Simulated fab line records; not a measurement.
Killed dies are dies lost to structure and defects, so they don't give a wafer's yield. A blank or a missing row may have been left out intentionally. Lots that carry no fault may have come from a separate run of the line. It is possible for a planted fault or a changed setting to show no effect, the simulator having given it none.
Which tool is to blame?    flow nand_harc    Sampling: 14 lots, 42 wafers, 4 of 1302 route steps

WHAT THE GAUGES READ, wafer by wafer
NHARC_A_CHANNEL_HOLE_D2_CD_MEAS_18. Usual: cd_nm reads 99.6 nm (standard deviation 2.4).
lot   measured      on         cd_nm (nm)         flag
L301  day 14 00:41  cd_sem-03  99.9 100.0 96.1    
L300  day 14 02:29  cd_sem-01  100.5 102.0 99.9   
L302  day 14 13:49  cd_sem-03  97.2 96.4 100.0    
L303  day 14 15:38  cd_sem-02  97.4 99.3 99.8     
L305  day 15 02:52  cd_sem-01  103.9 100.4 105.0  
L304  day 15 18:07  cd_sem-03  98.1 97.3 96.4     
L308  day 16 10:47  cd_sem-02  101.9 102.1 103.8  
L310  day 17 11:55  cd_sem-03  95.7 96.4 98.5     
L311  day 18 02:24  cd_sem-01  97.2 103.0 101.7   
L312  day 18 19:02  cd_sem-03  96.5 97.5 100.2    
L317  day 20 07:43  cd_sem-02  104.0 103.3 101.5  
L319  day 20 17:25  cd_sem-03  100.0 97.1 99.7    
L323  day 23 01:10  cd_sem-03  102.9 101.8 104.7  
L322  day 23 01:34  cd_sem-03  103.6 102.8 99.0   

NHARC_A_CHANNEL_HOLE_D2_CD_MEAS_31. Usual: cd_nm reads 90.0 nm (standard deviation 1.2).
lot   measured      on         cd_nm (nm)      flag
L301  day 14 09:43  cd_sem-02  91.8 88.9 90.6  
L300  day 14 12:46  cd_sem-03  91.8 91.6 91.2  
L302  day 14 21:02  cd_sem-03  92.7 90.2 91.5  
L303  day 15 01:13  cd_sem-01  90.8 89.3 91.5  
L305  day 15 09:32  cd_sem-02  90.9 90.9 90.5  
L304  day 16 00:14  cd_sem-03  88.6 88.7 87.7  
L308  day 16 16:22  cd_sem-03  90.3 90.7 89.5  
L310  day 17 20:52  cd_sem-01  90.8 89.3 90.9  
L311  day 18 08:01  cd_sem-03  89.5 89.6 89.5  
L312  day 19 00:37  cd_sem-01  91.5 90.5 91.6  
L317  day 20 14:17  cd_sem-01  89.5 87.9 90.2  
L319  day 20 23:02  cd_sem-02  89.5 88.6 91.9  
L323  day 23 06:46  cd_sem-03  89.6 91.1 88.4  
L322  day 23 07:10  cd_sem-02  90.6 89.8 87.3  

TOOL THAT RAN EACH LOT (tool first, then ch and the chambers of the sampled wafers, then the start)
lot   NHARC_A_CHANNEL_HOLE_D2_ETCH_38     NHARC_A_CHANNEL_HOLE_D2_ETCH_26
L301  rie_diel-03 ch 1,2, day 13 23:40    har_etch-02 ch 0,1, day 14 07:59
L300  rie_diel-02 ch 0,2,3, day 14 01:28  har_etch-01 ch 0,1, day 14 11:02
L302  rie_diel-03 ch 1,2,3, day 14 12:47  har_etch-01 ch 0, day 14 19:17
L303  rie_diel-02 ch 1,2,3, day 14 14:38  har_etch-01 ch 0,1, day 14 23:28
L305  rie_diel-02 ch 1,2, day 15 01:50    har_etch-01 ch 0,1, day 15 07:50
L304  rie_diel-11 ch 1,2,3, day 15 17:06  har_etch-02 ch 1, day 15 22:29
L308  rie_diel-02 ch 1,2,3, day 16 09:46  har_etch-02 ch 1, day 16 14:40
L310  rie_diel-03 ch 0,1,2, day 17 10:54  har_etch-02 ch 0,1, day 17 18:58
L311  rie_diel-11 ch 2,3, day 18 01:13    har_etch-02 ch 0,1, day 18 06:18
L312  rie_diel-03 ch 0,1,3, day 18 18:01  har_etch-01 ch 0,1, day 18 22:55
L317  rie_diel-11 ch 0,2,3, day 20 06:43  har_etch-02 ch 0,1, day 20 12:32
L319  rie_diel-03 ch 0,1, day 20 16:24    har_etch-02 ch 0,1, day 20 21:16
L323  rie_diel-02 ch 0,3, day 23 00:10    har_etch-01 ch 0,1, day 23 05:02
L322  rie_diel-11 ch 0,1,3, day 23 00:33  har_etch-02 ch 0,1, day 23 05:25
- NHARC_A_CHANNEL_HOLE_D2_ETCH_38: etches the open film in CF4, target depth 39 nm, time 65 s.
- NHARC_A_CHANNEL_HOLE_D2_ETCH_26: etches the open film in C4F8/O2/Ar, time 224.1 s, target depth 300 nm.

WHAT THE TOOLS THEMSELVES READ (means of the sampled wafers that have a number; where no wafer has one, the mark that the record gives instead)
NHARC_A_CHANNEL_HOLE_D2_ETCH_38. Usual: bias_w 100.0 W (standard deviation 0.31); cf4_flow_sccm 150.0 sccm (standard deviation 0.47); drypump_motor_current_A 5.8 A (standard deviation 0.58); oes_product_au 0.997 a.u. (standard deviation 0.0091); rf_vpp_V 151.0 V (standard deviation 1.1); showerhead_plenum_p_Torr 1.75 Torr (standard deviation 0.05); throttle_valve_pct 13.284 % (standard deviation 0.0086).
lot   tool         bias_w (W)  cf4_flow_sccm (sccm)  drypump_motor_current_A (A)  oes_product_au (a.u.)  rf_vpp_V (V)  showerhead_plenum_p_Torr (Torr)  throttle_valve_pct (%)  flag
L301  rie_diel-03  100.0       149.9                 5.5                          0.995                  150.0         1.74                             13.279                  
L300  rie_diel-02  99.8        150.2                 5.9                          0.993                  151.6         1.79                             13.276                  
L302  rie_diel-03  100.4       150.4                 5.9                          1.004                  149.4         1.73                             13.295                  
L303  rie_diel-02  99.8        150.2                 6.1                          0.986                  151.6         1.79                             13.289                  
L305  rie_diel-02  99.7        149.3                 6.0                          0.995                  151.7         1.79                             13.285                  
L304  rie_diel-11  100.1       149.9                 5.4                          1.002                  151.8         1.75                             13.279                  
L308  rie_diel-02  100.0       150.1                 6.1                          0.994                  151.9         1.79                             13.277                  
L310  rie_diel-03  100.3       149.8                 6.0                          0.995                  151.5         1.75                             13.286                  
L311  rie_diel-11  100.0       149.9                 5.4                          0.995                  150.4         1.73                             13.285                  
L312  rie_diel-03  99.9        149.7                 6.4                          1.002                  151.3         1.74                             13.275                  
L317  rie_diel-11  100.1       150.3                 5.4                          0.996                  151.2         1.72                             13.285                  
L319  rie_diel-03  100.1       149.8                 6.6                          0.990                  151.0         1.76                             13.287                  
L323  rie_diel-02  100.0       150.0                 5.7                          1.001                  151.5         1.80                             13.292                  
L322  rie_diel-11  100.1       150.5                 5.4                          0.992                  151.2         1.73                             13.267                  

NHARC_A_CHANNEL_HOLE_D2_ETCH_26. Usual: bias_v 300 V, standard deviation 3.1; c4f8_flow_sccm 11.40 sccm, standard deviation 0.031; drypump_motor_current_A 5.8 A, standard deviation 0.35; oes_air_line_au 0.998 a.u., standard deviation 0.019; showerhead_plenum_p_Torr 3.75 Torr, standard deviation 0.11; throttle_valve_pct 24.583 %, standard deviation 0.0098.
lot   tool         bias_v (V)  c4f8_flow_sccm (sccm)  drypump_motor_current_A (A)  oes_air_line_au (a.u.)  showerhead_plenum_p_Torr (Torr)  throttle_valve_pct (%)  flag
L301  har_etch-02  303         11.40                  5.6                          0.999                   3.67                             24.584                  
L300  har_etch-01  302         11.41                  5.9                          1.013                   3.73                             24.580                  
L302  har_etch-01  296         11.39                  5.7                          0.981                   3.73                             24.590                  
L303  har_etch-01  298         11.41                  6.1                          0.993                   3.73                             24.578                  
L305  har_etch-01  298         11.37                  5.9                          0.980                   3.72                             24.580                  
L304  har_etch-02  300         11.46                  5.4                          0.977                   3.77                             24.576                  
L308  har_etch-02  296         11.42                  5.4                          0.985                   3.76                             24.592                  
L310  har_etch-02  299         11.38                  5.5                          1.020                   3.84                             24.581                  
L311  har_etch-02  298         11.43                  5.6                          0.994                   3.91                             24.575                  
L312  har_etch-01  298         11.40                  6.1                          0.985                   3.70                             24.576                  
L317  har_etch-02  -           -                      -                            -                       -                                -                       OFF
L319  har_etch-02  -           -                      -                            -                       -                                -                       OFF
L323  har_etch-01  298         11.41                  5.9                          1.008                   3.66                             24.587                  
L322  har_etch-02  298         11.41                  5.5                          0.985                   3.79                             24.588                  

THE ANSWER, worked out from the rows above alone
Rule: a lot is off if the mean of its wafers that have a number lies more than 3 standard deviations from the usual mean. A lot without any number at a reading at which 4 lots or more have one is off too. The other lots that the step has rows for count as sound. After the gauges, taken in route order, come the tools' own readings; for these a lot's mean is taken, as printed above. At the first step where some lot is off, the reading lying furthest off is the one used; lots without a number count as furthest.
Off: L317, L319, at NHARC_A_CHANNEL_HOLE_D2_ETCH_26 (bias_v). Without a number there: L317, L319.
A tool fits if, at that step or a process step before it, it ran every lot that is off, and no sound lot after the first of them. None of those tried fits.

WHAT HAD BEEN PUT IN BY THE SIMULATOR
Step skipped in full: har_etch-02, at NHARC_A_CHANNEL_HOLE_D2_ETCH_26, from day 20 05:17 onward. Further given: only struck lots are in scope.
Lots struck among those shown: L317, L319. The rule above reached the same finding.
